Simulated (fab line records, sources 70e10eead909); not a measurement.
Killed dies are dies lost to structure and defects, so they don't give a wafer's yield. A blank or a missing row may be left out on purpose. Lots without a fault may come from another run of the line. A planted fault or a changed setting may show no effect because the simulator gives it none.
Chamber matching | flow nand_harc | NHARC_A_ONON_D1_DEP_33 on pecvd-03: 3 sister chambers
The step deposits SiO2, target thk 200 nm. 6 wafers are shown with their chamber, then 7 later ones without.

WAFERS WITH THEIR CHAMBER
wafer  | chamber | throttle_valve_pct (%) | chamber_pressure_Torr (Torr)
L814.1 | 1       | 16.3                   | 6.482
L815.1 | 1       | 16.2                   | 6.504
L815.2 | 2       | 16.2                   | 6.516
L815.6 | 2       | 16.2                   | 6.515
L818.3 | 0       | 15.1                   | 6.503
L818.5 | 0       | 15.0                   | 6.518

WAFERS WITHOUT THEIR CHAMBER
wafer  | throttle_valve_pct (%) | chamber_pressure_Torr (Torr)
L818.6 | 16.2                   | 6.485
L819.2 | 15.0                   | 6.513
L819.3 | 16.3                   | 6.479
L819.5 | 15.4                   | 6.504
L821.1 | 16.5                   | 6.502
L821.2 | 15.2                   | 6.505
L821.4 | 16.5                   | 6.517

WHICH CHAMBER EACH WENT THROUGH
wafer  | from the rows above     | in truth
L818.6 | can't be placed: 1 or 2 | 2
L819.2 | 0                       | 0
L819.3 | 1                       | 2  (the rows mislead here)
L819.5 | 0                       | 0
L821.1 | can't be placed: 1 or 2 | 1
L821.2 | 0                       | 0
L821.4 | can't be placed: 1 or 2 | 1
Placed correctly: 3 of 7. Can't be placed from these rows: 3 (the true chamber is among the candidates in 3). Placed wrongly: 1.
How it was worked out, from the rows above alone: a wafer's distance from a chamber is the root of the sum, over the readings, of the square of ((its reading less the chamber's mean) divided by the reading's scatter). The wafer belongs to the nearest chamber; if the next one is less than 2 further off, it can't be placed. A chamber's mean is the mean of its shown wafers. The scatter: the root of (the sum of the squares of (reading less its chamber's mean) over the shown wafers, divided by (wafers less chambers)).
